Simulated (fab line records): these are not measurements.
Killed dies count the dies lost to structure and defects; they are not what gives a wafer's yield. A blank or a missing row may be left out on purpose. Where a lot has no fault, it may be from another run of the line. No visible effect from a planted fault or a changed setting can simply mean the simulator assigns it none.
Which tool did it? | flow n5 finfet | Sampling: 11 lots, 29 wafers, 4 of 1938 route steps

== WHAT EACH GAUGE READ, for each wafer ==
N5_BEOL_M10_THK_MEAS_53: measures by xrf.
lot  | measured     | on            | M10_THK (nm)
L512 | day 11 22:08 | film metro-01 | 138.8 141.5 138.3
L513 | day 12 01:32 | film metro-01 | 141.2 143.6 138.1
L517 | day 12 02:36 | film metro-01 | 141.9 139.9
L520 | day 12 08:44 | film metro-02 | 133.3 138.2
L515 | day 12 11:38 | film metro-01 | 141.3 133.7 141.8
L522 | day 13 23:10 | film metro-01 | 138.9 139.8
L525 | day 15 00:08 | film metro-01 | 139.9 138.9 136.7
L528 | day 15 03:44 | film metro-01 | 135.4 136.6 136.3
L530 | day 15 16:25 | film metro-02 | 134.4 137.6 134.3
L532 | day 16 01:43 | film metro-02 | 139.3 142.9
L533 | day 16 09:49 | film metro-02 | 138.8 139.8 140.4

== WHAT TOOL EACH LOT RAN ON (gives the tool, then ch and the chambers of the sampled wafers, and finally the start) ==
lot  | N5_BEOL_M10_PECVD_70            | N5_BEOL_M10_DEGAS_44         | N5_BEOL_M10_CMP_52
L512 | pecvd-02 ch 0,1,2, day 11 13:13 | pvd sputter-03, day 11 19:28 | cmp-02 ch 1,2,3, day 11 21:55
L513 | pecvd-04 ch 0,1,2, day 11 17:23 | pvd sputter-01, day 11 21:36 | cmp-04 ch 0,1,2, day 12 01:14
L517 | pecvd-04 ch 0,1, day 11 19:55   | pvd sputter-01, day 12 00:41 | cmp-04 ch 0,3, day 12 02:19
L520 | pecvd-02 ch 1,2, day 12 02:51   | pvd sputter-01, day 12 07:21 | cmp-04 ch 1,3, day 12 08:31
L515 | pecvd-04 ch 0,1,2, day 12 03:42 | pvd sputter-03, day 12 08:08 | cmp-04 ch 0,1,2, day 12 11:25
L522 | pecvd-04 ch 0,2, day 13 14:47   | pvd sputter-03, day 13 21:40 | cmp-01 ch 2, day 13 22:52
L525 | pecvd-04 ch 1,2, day 14 17:15   | pvd sputter-01, day 14 21:53 | cmp-04 ch 2,3, day 14 23:52
L528 | pecvd-03 ch 0,2, day 14 17:59   | pvd sputter-03, day 15 00:48 | cmp-01 ch 0,1, day 15 03:26
L530 | pecvd-02 ch 1,2, day 15 09:57   | pvd sputter-02, day 15 14:44 | cmp-01 ch 0,2,3, day 15 16:07
L532 | pecvd-03 ch 0,1, day 15 16:41   | pvd sputter-02, day 15 23:50 | cmp-02 ch 0,2, day 16 01:25
L533 | pecvd-03 ch 0,1,2, day 16 02:01 | pvd sputter-03, day 16 06:47 | cmp-02 ch 0,3, day 16 09:34
- N5_BEOL_M10_PECVD_70: deposits SiO2 from TEOS/O2, target thk 20 nm, time 22.7 s.
- N5_BEOL_M10_DEGAS_44: time 60 s.
- N5_BEOL_M10_CMP_52: polishes, stops on SiCOH lowk, t overpolish 7 s, target thk 140 nm.

== THE ANSWER, worked out from the rows above alone ==
Rule: what is usual is taken from the lots themselves. The widest of any qualifying gaps counts: lots, ordered by their means at a reading, are off when they make up no more than a third of the lots, leave a main group of 4 or more, and stand apart from it by 3 or more times the standard deviation of that group's means. If all means in a main group match to the digits the tables above print for the reading, that group is not used. A lot without any number at a reading at which 4 lots or more have one is off too. All remaining lots with rows at the step are treated as sound.
No lot is off on any of the readings shown, so nothing can be concluded from this.

== WHAT THE SIMULATOR HAD INSERTED ==
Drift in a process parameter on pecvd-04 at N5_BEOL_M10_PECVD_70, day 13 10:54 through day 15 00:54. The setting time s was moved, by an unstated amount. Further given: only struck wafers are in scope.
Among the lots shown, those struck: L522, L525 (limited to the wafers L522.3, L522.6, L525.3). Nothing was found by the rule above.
